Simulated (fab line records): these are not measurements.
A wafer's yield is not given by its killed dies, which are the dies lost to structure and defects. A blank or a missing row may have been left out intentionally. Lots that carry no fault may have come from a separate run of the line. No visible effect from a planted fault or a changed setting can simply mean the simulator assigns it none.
fab line records	flow n5-finfet
record lots=10	wafers=27	last-day=17
route steps=1938 shown DUMMY_GATE@234 BEOL_M4@1111
lots untouched by any fault: they come from a run of this same line in which no faults occurred
start-h: hours from the record's first day to the start of the lot's first wafer shown	wait-h: time in hours since the lot's previous step	" repeats the value in the row above	L1.1+2: one row covering several wafers at once	- no value, or no start given	* or withheld: withheld	< > ~ a bound
route shown NAME@n: NAME is a module with steps in the file, n the number in the route of the first one	usual: mean/standard deviation of fault-free wafers	same: alike in all rows	chamber/n: place in a boat	sites: per-site readings	_std_site: standard deviation of those values	_edge_site: mean of outer sites minus mean of inner sites	radius-mm: for every site, how far away it sits from the centre of the wafer	mask NAME#n: copy n	behind: tool/chamber where the wafer was last shaped	hold: why the lot was held/for how many hours/how that ended	device: names the non-switching transistor (n, p or np)	end of line: the same wafers' tests at the end of the route	for a step that has no rows: nothing shown but its recipe	killed: at the first sort, the dies lost to defects and structure; wafer yield is something else	map: a wafer's dies, x killed, . not, _ none there
set.NAME: the setting as run; set.NAME@STEP: as run at that earlier step	model.NAME: the simulator's own value behind a step, which no gauge read
a sample of lots followed through the steps of the route, with each step as a table and each wafer as a row
services: from which hour (start-h, from the record's first day; less than 0 if before it) a tool's chamber was out of use, for how many hours, and why
## steps
# step N5_DUMMY_GATE_DESCUM_20
# recipe chemistry=O2	time-s=6.2	source-power-w=50	bias-power-w=20	pressure-mtorr=20	rf-frequency-hz=2.712e+07	temp-c=40	resist=CAR-EUV	o2-flow-sccm=225
# usual drypump-motor-current-A=5.9/0.51	o2-flow-sccm=225.0/0.75	oes-product-au=0.79/0.069	rf-vpp-V=243.7/1.5	showerhead-plenum-p-Torr=2.11/0.066	throttle-valve-pct=20.42/0.23
lot.wafer	tool	chamber	start-h	wait-h	drypump-motor-current-A	o2-flow-sccm	oes-product-au	rf-hours-counter-h	rf-vpp-V	showerhead-plenum-p-Torr	throttle-valve-pct
L664.2	rie-diel-05	2	56.12	0.0	5.2	224.4	0.78	134	242.8	2.09	20.19
L664.3	"	0	"	"	5.7	225.0	0.84	63	245.1	2.21	20.09
L664.6	"	3	"	"	6.3	224.5	0.84	-	245.0	2.12	20.72
L665.1	rie-diel-05	0	59.91	0.0	5.7	224.7	0.84	64	247.2	2.21	20.10
L665.3	"	3	"	"	6.3	225.6	0.84	60	243.4	2.12	20.72
L668.1	rie-diel-01	3	78.77	0.0	5.2	225.9	0.88	34	243.6	2.14	20.58
L668.5	"	1	"	"	5.5	224.7	0.92	-	243.3	2.14	19.98
L668.6	"	2	"	"	5.3	224.7	0.67	-	243.4	2.06	20.64
L671.1	rie-diel-04	0	94.35	0.0	6.5	224.8	0.73	205	244.6	2.15	20.48
L671.3	"	1	"	"	5.6	224.6	0.80	89	244.9	2.13	20.45
L672.4	rie-diel-04	3	99.69	0.0	5.4	224.1	0.70	219	243.6	2.14	20.27
L672.5	"	0	"	"	6.5	225.2	0.73	-	242.9	2.15	20.47
L672.6	"	1	"	"	5.6	224.7	0.80	-	243.5	2.13	20.44
L673.2	rie-diel-04	0	107.38	0.2	6.5	225.5	0.72	209	244.7	2.15	20.48
L673.4	"	3	"	"	5.4	226.5	0.69	221	244.9	2.14	20.27
L673.5	"	2	"	"	6.5	225.0	0.76	-	240.4	2.00	20.66
L674.1	rie-diel-04	0	113.96	0.0	6.5	223.5	0.72	210	244.7	2.15	20.47
L674.3	"	1	"	"	5.6	224.2	0.80	93	242.2	2.13	20.46
L674.6	"	1	"	"	5.6	224.0	0.80	-	242.9	2.13	20.45
L677.1	rie-diel-05	3	133.27	0.0	6.3	225.5	0.82	84	243.1	2.11	20.76
L677.5	"	3	"	"	6.3	226.2	0.81	-	246.2	2.11	20.73
L677.6	"	0	"	"	5.7	224.4	0.81	-	244.4	2.20	20.13
L683.2	rie-diel-01	2	165.85	0.0	5.4	225.8	0.94	12	244.2	2.05	20.39
L683.5	"	2	"	"	5.4	226.1	0.93	-	240.9	2.05	20.39
L686.1	rie-diel-05	3	184.88	0.0	6.3	225.6	0.81	99	244.9	2.11	20.79
L686.3	"	2	"	"	5.2	225.0	0.74	173	242.3	2.08	20.24
L686.4	"	1	"	"	5.8	225.1	0.74	153	239.3	2.00	20.71
# step N5_DUMMY_GATE_ETCH_37
# recipe chemistry=N2/H2	target=SOC	target-depth-a=600	overetch-a=300	temp-c=40	ion-energy-ev=200	pressure-mtorr=30	source-w=840	bias-w=150	n2-flow-sccm=200	h2-flow-sccm=200
# usual drypump-motor-current-A=5.9/0.51	oes-product-au=0.62/0.05	rf-fwd-power-W=830/3.9	rf-vpp-V=524.7/2.2	showerhead-plenum-p-Torr=2.58/0.081	throttle-valve-pct=17.87/0.23
lot.wafer	tool	chamber	start-h	wait-h	drypump-motor-current-A	oes-product-au	rf-fwd-power-W	rf-hours-counter-h	rf-vpp-V	showerhead-plenum-p-Torr	throttle-valve-pct
L664.2	rie-diel-05	2	56.27	0.0	5.2	0.61	833	134	525.1	2.56	17.69
L664.3	"	0	"	"	5.7	0.66	832	63	528.1	2.69	17.48
L664.6	"	3	"	"	6.3	0.67	825	-	523.6	2.56	18.08
L665.1	rie-diel-05	0	60.05	0.0	5.7	0.66	837	64	528.4	2.69	17.51
L665.3	"	3	"	"	6.3	0.67	829	60	525.2	2.56	18.08
L668.1	rie-diel-01	3	78.92	0.0	5.2	0.68	834	34	525.2	2.58	17.91
L668.5	"	1	"	"	5.5	0.71	828	-	525.5	2.60	17.39
L668.6	"	2	"	"	5.4	0.54	830	-	521.6	2.50	18.02
L671.1	rie-diel-04	0	94.50	0.0	6.5	0.57	832	205	526.4	2.64	18.08
L671.3	"	1	"	"	5.6	0.63	831	89	523.7	2.58	17.94
L672.4	rie-diel-04	3	99.83	0.0	5.3	0.56	824	219	525.1	2.62	17.80
L672.5	"	0	"	"	6.5	0.57	833	-	525.3	2.64	18.07
L672.6	"	1	"	"	5.6	0.63	834	-	523.6	2.58	17.95
L673.2	rie-diel-04	0	107.52	0.0	6.5	0.57	1035	209	489.4	2.64	18.06
L673.4	"	3	"	"	5.4	0.56	825	221	526.5	2.62	17.78
L673.5	"	2	"	"	6.5	0.61	829	-	522.1	2.46	18.09
L674.1	rie-diel-04	0	114.10	0.0	6.5	0.56	1035	210	490.7	2.64	18.09
L674.3	"	1	"	"	5.6	0.64	833	93	524.7	2.58	17.97
L674.6	"	1	"	"	5.6	0.63	831	-	525.0	2.58	17.96
L677.1	rie-diel-05	3	133.41	0.0	6.3	0.65	831	84	524.4	2.55	18.11
L677.5	"	3	"	"	6.3	0.65	825	-	526.4	2.55	18.11
L677.6	"	0	"	"	5.7	0.63	831	-	527.7	2.68	17.52
L683.2	rie-diel-01	2	166.00	0.0	5.3	0.74	831	12	523.3	2.49	17.68
L683.5	"	2	"	"	5.3	0.74	831	-	521.6	2.49	17.69
L686.1	rie-diel-05	3	185.03	0.0	6.3	0.63	829	99	524.6	2.55	18.15
L686.3	"	2	"	"	5.2	0.59	826	173	524.0	2.54	17.77
L686.4	"	1	"	"	5.8	0.59	834	153	519.8	2.43	18.10
# step N5_DUMMY_GATE_TRIM_49
# recipe chemistry=O2	resist=SOC	time-s=29	target-cd-nm=14	source-power-w=300	bias-power-w=0	O2_flow_sccm=100	temp-c=20
# usual drypump-motor-current-A=5.5/0.38	oes-product-au=0.998/0.013	throttle-valve-pct=8.16/0.16
lot.wafer	tool	chamber	start-h	wait-h	drypump-motor-current-A	oes-product-au	rf-hours-counter-h	throttle-valve-pct
L664.2	rie-si-01	2	56.35	0.0	6.0	1.000	0	8.17
L664.3	"	0	"	"	5.7	0.986	79	8.07
L664.6	"	1	"	"	5.8	1.023	-	8.21
L665.1	rie-si-03	0	60.13	0.0	5.1	0.995	4	7.88
L665.3	"	2	"	"	5.5	1.026	7	8.30
L668.1	rie-si-05	1	79.00	0.0	6.3	0.996	94	8.40
L668.5	"	0	"	"	5.0	0.982	-	8.14
L668.6	"	1	"	"	6.2	0.999	-	8.40
L671.1	rie-si-05	0	94.58	0.0	5.0	0.994	86	8.15
L671.3	"	2	"	"	5.2	0.990	44	8.01
L672.4	rie-si-05	2	99.91	0.0	5.2	0.990	45	8.02
L672.5	"	0	"	"	5.0	0.974	-	8.15
L672.6	"	3	"	"	5.6	0.989	-	8.13
L673.2	rie-si-05	1	107.60	0.0	6.2	1.014	95	8.41
L673.4	"	2	"	"	5.2	0.986	45	8.03
L673.5	"	3	"	"	5.6	0.998	-	8.12
L674.1	rie-si-05	2	114.18	0.0	5.2	0.992	45	8.03
L674.3	"	3	"	"	5.6	0.993	5	8.12
L674.6	"	3	"	"	5.6	1.002	-	8.11
L677.1	rie-si-05	3	133.49	0.0	5.7	1.003	5	8.14
L677.5	"	1	"	"	6.3	1.018	-	8.39
L677.6	"	0	"	"	5.0	0.988	-	8.13
L683.2	rie-si-05	0	166.08	0.0	5.0	0.986	87	8.14
L683.5	"	0	"	"	5.0	0.980	-	8.16
L686.1	rie-si-03	2	185.11	0.0	5.5	1.023	10	8.33
L686.3	"	0	"	"	5.1	0.986	6	7.86
L686.4	"	1	"	"	5.4	0.994	124	8.15
# step N5_DUMMY_GATE_ETCH_32
# recipe chemistry=CF4	target=SiO2	target-depth-a=35	time-s=3.9	ion-energy-ev=350	pressure-mtorr=10	icp-w=800	bias-w=400	cf4-flow-sccm=80
# usual drypump-motor-current-A=5.5/0.35	oes-product-au=1.002/0.018	rf-fwd-power-W=790/4.1	throttle-valve-pct=21.88/0.21
lot.wafer	tool	chamber	start-h	wait-h	drypump-motor-current-A	oes-product-au	rf-fwd-power-W	rf-hours-counter-h	throttle-valve-pct
L664.2	rie-si-03	3	56.79	0.1	5.6	1.015	794	148	21.86
L664.3	"	1	"	"	5.3	0.992	791	121	21.76
L664.6	"	2	"	"	5.5	0.995	784	-	22.23
L665.1	rie-si-01	1	60.57	0.1	5.8	1.016	786	183	21.89
L665.3	"	0	"	"	5.7	0.962	794	79	21.82
L668.1	rie-si-05	2	79.44	0.1	5.2	1.002	788	44	21.99
L668.5	"	0	"	"	5.0	0.981	791	-	21.71
L668.6	"	1	"	"	6.2	1.012	795	-	22.01
L671.1	rie-si-01	1	95.02	0.1	5.8	1.015	790	184	21.90
L671.3	"	3	"	"	5.1	1.013	791	5	21.76
L672.4	rie-si-05	1	100.35	0.1	6.2	1.012	796	94	21.99
L672.5	"	1	"	"	6.2	1.009	797	-	22.00
L672.6	"	2	"	"	5.2	1.015	789	-	21.99
L673.2	rie-si-01	3	108.35	0.1	5.2	1.015	789	5	21.75
L673.4	"	2	"	"	6.0	1.003	789	1	22.10
L673.5	"	1	"	"	5.8	0.999	790	-	21.89
L674.1	rie-si-03	1	115.00	0.2	5.3	0.982	795	122	21.73
L674.3	"	2	"	"	5.5	1.009	788	8	22.22
L674.6	"	2	"	"	5.5	1.008	784	-	22.22
L677.1	rie-si-01	3	133.94	0.1	5.1	1.028	797	6	21.78
L677.5	"	0	"	"	5.7	0.968	789	-	21.82
L677.6	"	1	"	"	5.8	1.011	786	-	21.88
L683.2	rie-si-05	2	166.75	0.1	5.2	1.003	794	46	22.00
L683.5	"	2	"	"	5.2	1.000	792	-	22.00
L686.1	rie-si-03	0	185.79	0.1	5.1	0.976	784	6	21.38
L686.3	"	3	"	"	5.5	1.008	790	151	21.85
L686.4	"	1	"	"	5.3	0.981	792	124	21.75
# step N5_BEOL_M4_RC_MEAS_101
# usual DIBL_N=36.3/1.6	DIBL_P=36.2/2	IOFF_N=0.160/0.028	IOFF_P=0.21/0.036	ION_N=677/11	ION_P=465/6.9	SS_N=71.5/0.55	SS_P=73.3/0.64	VT_N=250/3	VT_P=-250/3.5
lot.wafer	tool	chamber	start-h	wait-h	DIBL_N[mV/V]	DIBL_P[mV/V]	IOFF_N[nA/um]	IOFF_P[nA/um]	ION_N[uA/um]	ION_P[uA/um]	SS_N[mV/dec]	SS_P[mV/dec]	VT_N[mV]	VT_P[mV]
L664.2	prober-02	0	168.04	0.2	35.3	35.1	0.145	0.20	682	464	70.8	72.4	250	-248
L664.3	"	0	"	"	36.1	35.6	0.159	0.21	679	471	70.7	72.5	248	-247
L664.6	"	0	"	"	36.5	36.0	0.167	0.22	675	462	70.7	72.9	249	-251
L665.1	prober-01	0	172.22	0.0	32.7	32.0	0.112	0.15	668	454	70.4	72.0	253	-257
L665.3	"	0	"	"	35.3	35.6	0.149	0.19	671	462	71.5	72.9	249	-253
L668.1	prober-02	0	202.72	0.0	37.8	37.0	0.155	0.22	679	473	71.5	73.6	251	-249
L668.5	"	0	"	"	38.3	36.7	0.152	0.22	662	469	71.8	73.4	253	-248
L668.6	"	0	"	"	40.5	40.7	0.222	0.30	699	477	72.4	74.5	246	-244
L671.1	prober-01	0	222.86	0.0	34.8	33.0	0.131	0.20	651	456	71.4	72.0	253	-250
L671.3	"	0	"	"	36.5	35.5	0.164	0.24	671	465	71.7	73.1	249	-245
L672.4	prober-01	0	231.14	0.5	37.8	38.9	0.187	0.29	684	478	71.4	73.6	246	-243
L672.5	"	0	"	"	38.0	39.1	0.190	0.29	688	479	72.1	73.4	248	-243
L672.6	"	0	"	"	37.6	38.2	0.177	0.27	673	469	71.1	73.6	248	-244
L674.1	prober-01	0	235.13	0.0	39.0	40.1	0.216	0.27	694	471	72.4	74.5	245	-249
L674.3	"	0	"	"	38.4	39.4	0.207	0.26	691	466	71.6	74.6	246	-249
L674.6	"	0	"	"	36.8	37.8	0.172	0.22	670	456	71.4	74.6	249	-252
L673.2	prober-01	0	238.57	0.2	37.2	38.3	0.166	0.20	685	465	71.7	73.5	251	-256
L673.4	"	0	"	"	36.8	39.4	0.181	0.22	694	470	72.5	73.3	249	-252
L673.5	"	0	"	"	35.2	38.0	0.152	0.20	671	458	72.0	72.7	250	-255
L677.1	prober-01	0	245.65	0.0	37.1	37.1	0.172	0.22	685	467	71.9	73.7	251	-254
L677.5	"	0	"	"	36.4	36.7	0.171	0.21	678	462	72.1	73.8	249	-251
L677.6	"	0	"	"	37.3	37.1	0.188	0.21	676	463	71.7	73.6	249	-252
L683.2	prober-01	0	300.23	0.2	33.4	31.5	0.118	0.16	669	455	71.0	72.4	252	-255
L683.5	"	0	"	"	32.2	30.3	0.107	0.15	668	461	69.9	72.7	255	-254
L686.1	prober-02	0	309.49	0.0	36.5	36.4	0.155	0.19	671	453	72.0	73.5	250	-254
L686.3	"	0	"	"	35.6	35.2	0.144	0.16	678	456	71.4	73.4	251	-257
L686.4	"	0	"	"	36.0	35.8	0.139	0.17	670	452	71.6	73.5	249	-253
## services
tool	chamber	start-h	hours	kind
rie-diel-05	1	95.99	7.9	repair
rie-diel-01	2	104.60	-	clean
rie-diel-01	2	104.60	-	consumable-replace:focus-ring
rie-diel-01	2	104.60	26.7	scheduled-down
rie-diel-01	2	104.60	26.7	vent-cycle
rie-diel-01	3	108.65	45.3	repair
rie-diel-05	0	121.56	1.7	repair
## key
first-sign step=N5_DUMMY_GATE_ETCH_37	reading=rf-fwd-power-W	direction=up	sigmas=53	usual=*	struck=*
effect step=N5_DUMMY_GATE_ETCH_37	reading=rf-vpp-V	direction=down	sigmas=16	usual=524.7	struck=490.0
met-at N5_DUMMY_GATE_ETCH_37
struck-lots L673,L674
struck-wafers L673.2,L674.1
not-acting-at N5_DUMMY_GATE_DESCUM_20,N5_DUMMY_GATE_TRIM_49,N5_DUMMY_GATE_ETCH_32
onset-between 99.83 107.52
fault kind=process-parameter-drift	tool=rie-diel-04	chamber=0	onset-h=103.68	steps=N5_DUMMY_GATE_ETCH_37	channel=source-w	offset=201.6	shape=step	end-h=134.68	acts-in=these-recipes-only	stated=840
